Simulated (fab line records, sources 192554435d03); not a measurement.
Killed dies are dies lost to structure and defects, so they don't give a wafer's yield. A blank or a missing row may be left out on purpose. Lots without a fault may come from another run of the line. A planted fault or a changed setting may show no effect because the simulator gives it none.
Chamber matching | flow n5_finfet | N5_BEOL_M0_STRIP_104 on rie_diel-01: 4 sister chambers
The step strips in N2/H2. 20 wafers are shown with their chamber, then 10 later ones without.

WAFERS WITH THEIR CHAMBER
wafer  | chamber | showerhead_plenum_p_Torr (Torr) | throttle_valve_pct (%) | drypump_motor_current_A (A)
L078.1 | 0       | 2.71                            | 23.4                   | 5.8
L078.2 | 2       | 2.63                            | 24.4                   | 5.7
L078.4 | 1       | 2.65                            | 23.8                   | 5.5
L082.3 | 2       | 2.62                            | 24.4                   | 5.7
L082.4 | 3       | 2.49                            | 23.5                   | 5.5
L082.6 | 0       | 2.71                            | 23.4                   | 5.7
L083.2 | 3       | 2.49                            | 23.5                   | 5.5
L083.5 | 2       | 2.62                            | 24.4                   | 5.7
L083.6 | 3       | 2.49                            | 23.5                   | 5.5
L084.1 | 1       | 2.65                            | 23.8                   | 5.5
L084.3 | 3       | 2.49                            | 23.5                   | 5.5
L084.5 | 2       | 2.62                            | 24.4                   | 5.7
L086.1 | 0       | 2.70                            | 23.5                   | 5.7
L086.2 | 1       | 2.65                            | 23.8                   | 5.5
L086.3 | 2       | 2.62                            | 24.4                   | 5.7
L089.1 | 2       | 2.62                            | 24.4                   | 5.7
L089.4 | 2       | 2.62                            | 24.4                   | 5.7
L089.6 | 3       | 2.48                            | 23.6                   | 5.5
L090.1 | 2       | 2.62                            | 24.4                   | 5.7
L090.5 | 2       | 2.62                            | 24.4                   | 5.7

SIGNATURES (means of the wafers above)
reading                  | chamber 0 | chamber 1 | chamber 2 | chamber 3 | scatter within a chamber
showerhead_plenum_p_Torr | 2.7067    | 2.6500    | 2.6211    | 2.4880    | 0.00384
throttle_valve_pct       | 23.433    | 23.800    | 24.400    | 23.520    | 0.0303
drypump_motor_current_A  | 5.733     | 5.500     | 5.700     | 5.500     | 0.0204
Rule: a wafer's distance from a chamber is the root of the sum, over the readings, of the square of ((its reading less the chamber's mean) divided by the reading's scatter). The wafer belongs to the nearest chamber; if the next one is less than 2 further off, it can't be placed. The scatter: the root of (the sum of the squares of (reading less its chamber's mean) over the shown wafers, divided by (wafers less chambers)).

WAFERS WITHOUT THEIR CHAMBER
wafer  | showerhead_plenum_p_Torr (Torr) | throttle_valve_pct (%) | drypump_motor_current_A (A)
L090.6 | 2.48                            | 23.6                   | 5.5
L091.1 | 2.62                            | 24.4                   | 5.7
L091.2 | 2.64                            | 23.8                   | 5.5
L091.4 | 2.70                            | 23.4                   | 5.7
L095.1 | 2.69                            | 23.5                   | 5.7
L095.3 | 2.47                            | 23.6                   | 5.6
L095.6 | 2.69                            | 23.5                   | 5.8
L096.1 | 2.47                            | 23.6                   | 5.5
L096.3 | 2.61                            | 23.9                   | 5.7
L096.4 | 2.69                            | 23.4                   | 5.8

WHICH CHAMBER EACH WENT THROUGH
wafer  | from the rows above | in truth
L090.6 | 3                   | 3
L091.1 | 2                   | 2
L091.2 | 1                   | 1
L091.4 | 0                   | 0
L095.1 | 0                   | 0
L095.3 | 3                   | 3
L095.6 | 0                   | 0
L096.1 | 3                   | 3
L096.3 | 1                   | 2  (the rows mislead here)
L096.4 | 0                   | 0
Placed correctly: 9 of 10. Can't be placed from these rows: 0. Placed wrongly: 1.
